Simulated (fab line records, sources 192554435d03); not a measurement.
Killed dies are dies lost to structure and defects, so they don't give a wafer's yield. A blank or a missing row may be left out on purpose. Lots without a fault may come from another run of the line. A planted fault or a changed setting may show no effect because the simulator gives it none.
fab line records | flow n5_finfet
record lots=11 wafers=33 last_day=17
route steps=1938 shown BEOL_M8@1336
lots that met no fault: from a run of the same line without faults
start_h: hours from the record's first day to the start of the lot's first wafer shown | wait_h: hours since the lot's step before | " the same as in the row above | L1.1+2: a row that stands for several wafers | - no value, or no start given | * or withheld: withheld | < > ~ a bound
route shown NAME@n: a module of which the file shows steps, and the number in the route of the first | usual: mean/standard deviation of fault-free wafers | same: alike in all rows | chamber/n: place in a boat | sites: the reading at each site | _std_site: their standard deviation | _edge_site: outer sites' mean less inner sites' | radius_mm: how far each site lies from the wafer's centre | mask NAME#n: copy n | behind: the tool/chamber that last shaped the wafer | hold: why the lot was held/for how many hours/how that ended | device: the transistor (n, p or np) that didn't switch | end of line: the same wafers' tests at the end of the route | a step without rows: its recipe alone | killed: dies lost to structure and defects at the first sort, not the wafer's yield | map: a wafer's dies, x killed, . not, _ none there
set.NAME: the setting as run; set.NAME@STEP: as run at that earlier step | model.NAME: the simulator's own value behind a step, which no gauge read
steps of the route over a sample of lots; a table a step, a row a wafer
services: from which hour (start_h, from the record's first day; less than 0 if before it) a tool's chamber was out of use, for how many hours, and why
## steps
# step N5_BEOL_M8_HM_DEP_02
# recipe material=TiN target_thk_a=200 temp_c=25 chamber_pressure_pa=0.49996
# usual throttle_valve_pct=30.1/0.64
# columns lot.wafer tool chamber start_h wait_h throttle_valve_pct
L262.1 pvd_sputter-03 - 213.85 1.1 30.9
L262.3 " - " " 30.4
L262.5 " - " " 31.2
L267.1 pvd_sputter-03 - 236.05 1.3 31.2
L267.5 " - " " 31.3
L267.6 " - " " 29.8
L269.2 pvd_sputter-03 - 236.63 0.8 29.4
L269.4 " - " " 30.3
L269.6 " - " " 29.7
L270.1 pvd_sputter-01 - 246.72 1.1 30.6
L270.2 " - " " 30.0
L270.3 " - " " 29.7
L273.1 pvd_sputter-03 - 272.10 0.6 29.7
L273.2 " - " " 29.5
L273.5 " - " " 31.0
L274.3 pvd_sputter-01 - 275.10 1.9 29.3
L274.4 " - " " 30.6
L274.6 " - " " 30.4
L276.2 pvd_sputter-03 - 293.45 1.4 29.6
L276.5 " - " " 29.8
L276.6 " - " " 29.1
L281.1 pvd_sputter-01 - 321.57 0.2 30.3
L281.2 " - " " 30.0
L281.3 " - " " 29.4
L280.2 pvd_sputter-01 - 326.68 4.0 30.1
L280.3 " - " " 30.2
L280.6 " - " " 30.2
L282.1 pvd_sputter-03 - 332.48 1.0 31.1
L282.4 " - " " 30.4
L282.5 " - " " 29.3
L283.2 pvd_sputter-02 - 343.35 0.7 29.1
L283.4 " - " " 29.1
L283.5 " - " " 30.6
# step N5_BEOL_M8_OVL_MEAS_12
# recipe points_per_wafer=44
# usual M8_OVL=0.0/0.72
# columns lot.wafer tool chamber start_h wait_h M8_OVL[nm]
L262.1 overlay-01 0 214.38 0.0 0.1
L262.3 " 0 " " 0.0
L262.5 " 0 " " -0.6
L267.1 overlay-02 0 236.58 0.0 0.0
L267.5 " 0 " " -0.1
L267.6 " 0 " " -0.4
L269.2 overlay-02 0 237.04 0.0 0.1
L269.4 " 0 " " 0.0
L269.6 " 0 " " -0.1
L270.1 overlay-02 0 247.25 0.0 -0.5
L270.2 " 0 " " 1.0
L270.3 " 0 " " -0.6
L273.1 overlay-01 0 272.69 0.0 0.1
L273.2 " 0 " " 0.8
L273.5 " 0 " " 0.9
L274.3 overlay-01 0 275.63 0.0 1.7
L274.4 " 0 " " 0.7
L274.6 " 0 " " -0.1
L276.2 overlay-02 0 293.98 0.0 0.5
L276.5 " 0 " " 0.7
L276.6 " 0 " " 0.2
L281.1 overlay-01 0 322.09 0.0 -0.8
L281.2 " 0 " " -1.0
L281.3 " 0 " " -0.6
L280.2 overlay-01 0 327.21 0.0 -0.1
L280.3 " 0 " " -0.1
L280.6 " 0 " " 1.0
L282.1 overlay-01 0 333.01 0.0 0.9
L282.4 " 0 " " 0.3
L282.5 " 0 " " 1.5
L283.2 overlay-01 0 343.75 0.0 1.0
L283.4 " 0 " " 1.0
L283.5 " 0 " " -0.2
# step N5_BEOL_M8_ETCH_61
# recipe chemistry=CF4 target=SiARC target_depth_a=455 mask_material=CAR-ArF time_s=75.8 ion_energy_ev=80 pressure_mtorr=40 source_w=545 bias_w=36 Ar_flow_sccm=100 cf4_flow_sccm=100 ends=cleared
# usual bias_w=36.02/0.12 drypump_motor_current_A=5.7/0.48 etch_rf_on_time_s=74.4/1.8 oes_product_au=0.70/0.066 rf_vpp_V=184.0/1.2 showerhead_plenum_p_Torr=2.14/0.077 throttle_valve_pct=15.59/0.2
# columns lot.wafer tool chamber start_h wait_h bias_w drypump_motor_current_A etch_rf_on_time_s oes_product_au rf_hours_counter_h rf_vpp_V showerhead_plenum_p_Torr throttle_valve_pct
L262.1 rie_diel-01 1 214.64 0.0 36.04 5.0 76.9 0.62 190 182.2 2.04 16.01
L262.3 " 3 " " 35.91 5.4 77.4 0.73 45 184.1 2.09 15.40
L262.5 " 3 " " 36.12 5.3 77.0 0.74 - 182.8 2.09 15.38
L267.1 rie_diel-06 2 236.84 0.0 36.06 5.6 75.7 0.60 227 185.0 2.19 16.04
L267.5 " 1 " " 35.86 6.2 71.9 0.79 - 183.5 2.10 15.37
L267.6 " 0 " " 36.06 5.7 73.3 0.72 - 184.4 2.25 15.41
L269.2 rie_diel-01 0 237.13 0.0 39.43 4.7 75.1 0.61 225 195.2 2.11 15.60
L269.4 " 1 " " 39.35 5.0 74.4 0.62 199 192.8 2.04 16.03
L269.6 " 0 " " 39.48 4.7 75.0 0.62 - 194.0 2.11 15.59
L270.1 rie_diel-01 2 247.35 0.0 39.49 6.2 73.3 0.77 31 194.5 2.19 15.47
L270.2 " 0 " " 39.50 4.7 75.1 0.61 229 194.3 2.10 15.62
L270.3 " 1 " " 39.25 5.0 73.4 0.61 203 194.1 2.04 16.04
L273.1 rie_diel-06 1 272.79 0.0 36.06 6.3 71.5 0.77 45 183.5 2.09 15.40
L273.2 " 3 " " 35.75 5.6 72.1 0.67 120 184.7 2.06 15.68
L273.5 " 0 " " 35.92 5.7 72.6 0.70 - 186.5 2.25 15.44
L274.3 rie_diel-02 1 275.77 0.0 35.88 6.3 76.5 0.64 186 183.1 2.06 15.58
L274.4 " 3 " " 36.09 6.1 74.7 0.76 42 184.6 2.10 15.58
L274.6 " 0 " " 35.95 5.5 74.6 0.72 - 185.5 2.26 15.56
L276.2 rie_diel-06 0 294.07 0.0 36.12 5.7 71.9 0.70 95 185.3 2.25 15.47
L276.5 " 2 " " 35.96 5.6 74.9 0.59 - 185.3 2.18 16.06
L276.6 " 1 " " 35.96 6.2 72.2 0.76 - 182.6 2.09 15.42
L281.1 rie_diel-02 1 322.19 0.0 36.06 6.3 75.9 0.63 202 183.2 2.06 15.60
L281.2 " 2 " " 36.15 5.8 74.7 0.70 74 184.9 2.18 15.57
L281.3 " 0 " " 35.94 5.5 73.7 0.71 90 185.5 2.26 15.58
L280.2 rie_diel-01 2 327.51 0.0 36.15 6.2 76.9 0.72 60 186.0 2.18 15.53
L280.3 " 3 " " 35.97 5.3 76.9 0.70 80 182.6 2.08 15.48
L280.6 " 2 " " 36.02 6.2 76.6 0.72 - 184.5 2.18 15.54
L282.1 rie_diel-06 0 333.12 0.0 36.23 5.7 73.4 0.68 109 185.6 2.24 15.49
L282.4 " 0 " " 36.24 5.7 72.4 0.69 - 184.0 2.24 15.48
L282.5 " 1 " " 36.26 6.3 73.0 0.74 - 184.1 2.09 15.44
L283.2 rie_diel-06 2 344.04 0.0 36.17 5.5 74.9 0.83 2 184.8 2.18 15.58
L283.4 " 3 " " 35.94 5.6 72.7 0.66 146 183.9 2.05 15.75
L283.5 " 2 " " 36.26 5.5 75.5 0.83 - 185.6 2.18 15.59
# step N5_BEOL_M8_STRIP_19
# recipe chemistry=O2 power_w=400 temp_c=40 pressure_mtorr=30 rf_frequency_hz=6e+07 bias_power_w=0 overash_fraction=0.2 o2_flow_sccm=225
# usual drypump_motor_current_A=5.6/0.52 oes_product_au=0.81/0.079 rf_vpp_V=3.7/0.62 showerhead_plenum_p_Torr=2.08/0.072 throttle_valve_pct=16.65/0.27
# same bias_power_w=0
# columns lot.wafer tool chamber start_h wait_h drypump_motor_current_A oes_product_au rf_hours_counter_h rf_vpp_V showerhead_plenum_p_Torr throttle_valve_pct
L262.1 rie_diel-01 2 215.04 0.1 6.2 0.91 19 2.8 2.13 16.46
L262.3 " 3 " " 5.3 0.86 46 3.9 2.03 16.39
L262.5 " 1 " " 5.0 0.71 - 3.3 2.02 17.25
L267.1 rie_diel-02 1 237.20 0.1 6.3 0.75 172 3.9 2.02 16.60
L267.5 " 0 " " 5.5 0.86 - 3.2 2.23 16.63
L267.6 " 1 " " 6.3 0.76 - 3.1 2.02 16.60
L269.2 rie_diel-06 2 237.48 0.1 5.5 0.69 227 3.3 2.16 17.16
L269.4 " 1 " " 6.2 0.90 34 5.0 2.05 16.41
L269.6 " 2 " " 5.5 0.69 - 4.3 2.16 17.17
L270.1 rie_diel-02 2 247.76 0.1 5.8 0.85 48 3.5 2.13 16.55
L270.2 " 3 " " 6.1 0.91 32 3.5 2.04 16.53
L270.3 " 0 " " 5.5 0.85 65 3.7 2.23 16.62
L273.1 rie_diel-02 1 273.14 0.1 6.4 0.74 186 3.6 2.02 16.65
L273.2 " 3 " " 6.1 0.89 41 3.0 2.03 16.58
L273.5 " 1 " " 6.3 0.74 - 3.4 2.02 16.63
L274.3 rie_diel-01 2 276.25 0.2 6.2 0.87 44 2.9 2.12 16.49
L274.4 " 1 " " 5.0 0.69 214 3.7 2.01 17.30
L274.6 " 0 " " 4.7 0.70 - 4.3 2.05 16.62
L276.2 rie_diel-01 3 294.43 0.1 5.4 0.84 68 3.5 2.02 16.47
L276.5 " 2 " " 6.2 0.87 - 3.2 2.12 16.50
L276.6 " 3 " " 5.4 0.84 - 3.1 2.02 16.44
L281.1 rie_diel-06 1 322.54 0.1 6.3 0.85 63 2.3 2.04 16.46
L281.2 " 3 " " 5.6 0.77 137 3.5 2.00 16.78
L281.3 " 0 " " 5.7 0.80 104 4.5 2.21 16.59
L280.2 rie_diel-06 1 327.96 0.1 6.3 0.84 65 4.0 2.04 16.47
L280.3 " 0 " " 5.7 0.80 106 2.9 2.21 16.58
L280.6 " 1 " " 6.3 0.85 - 5.5 2.04 16.46
L282.1 rie_diel-06 3 333.61 0.2 5.6 0.76 142 4.1 2.00 16.80
L282.4 " 0 " " 5.7 0.78 - 3.0 2.21 16.60
L282.5 " 3 " " 5.6 0.75 - 3.4 2.00 16.82
L283.2 rie_diel-01 3 344.48 0.1 5.3 0.82 87 3.7 2.02 16.48
L283.4 " 2 " " 6.2 0.83 68 3.1 2.12 16.54
L283.5 " 1 " " 5.0 0.68 - 3.6 2.01 17.34
## services
# columns tool chamber start_h hours kind
rie_diel-06 - 215.62 15.6 pm
rie_diel-02 2 235.45 2.4 repair
rie_diel-01 3 246.14 18.9 repair
pvd_sputter-02 - 288.44 40.3 repair
rie_diel-01 2 299.37 5.1 repair
rie_diel-01 0 304.44 - clean
rie_diel-01 0 304.44 - consumable_replace:focus_ring
rie_diel-01 0 304.44 18.2 scheduled_down
rie_diel-01 0 304.44 18.2 vent_cycle
rie_diel-01 - 311.59 0.2 repair
rie_diel-06 2 312.32 - clean
rie_diel-06 2 312.32 - consumable_replace:focus_ring
rie_diel-06 2 312.32 23.8 scheduled_down
rie_diel-06 2 312.32 23.8 vent_cycle
rie_diel-02 2 343.93 4.8 repair
## key
first_sign step=N5_BEOL_M8_ETCH_61 reading=bias_w direction=up sigmas=29 usual=* struck=*
effect step=N5_BEOL_M8_ETCH_61 reading=rf_vpp_V direction=up sigmas=8.2 usual=184.0 struck=194.1
met_at N5_BEOL_M8_ETCH_61
struck_lots L269,L270
not_acting_at N5_BEOL_M8_HM_DEP_02,N5_BEOL_M8_OVL_MEAS_12,N5_BEOL_M8_STRIP_19
onset_between 214.64 237.13
fault kind=process_parameter_drift tool=rie_diel-01 chamber=- onset_h=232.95 steps=N5_BEOL_M8_ETCH_61 channel=bias_w offset=* shape=step end_h=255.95 acts_in=* stated=*
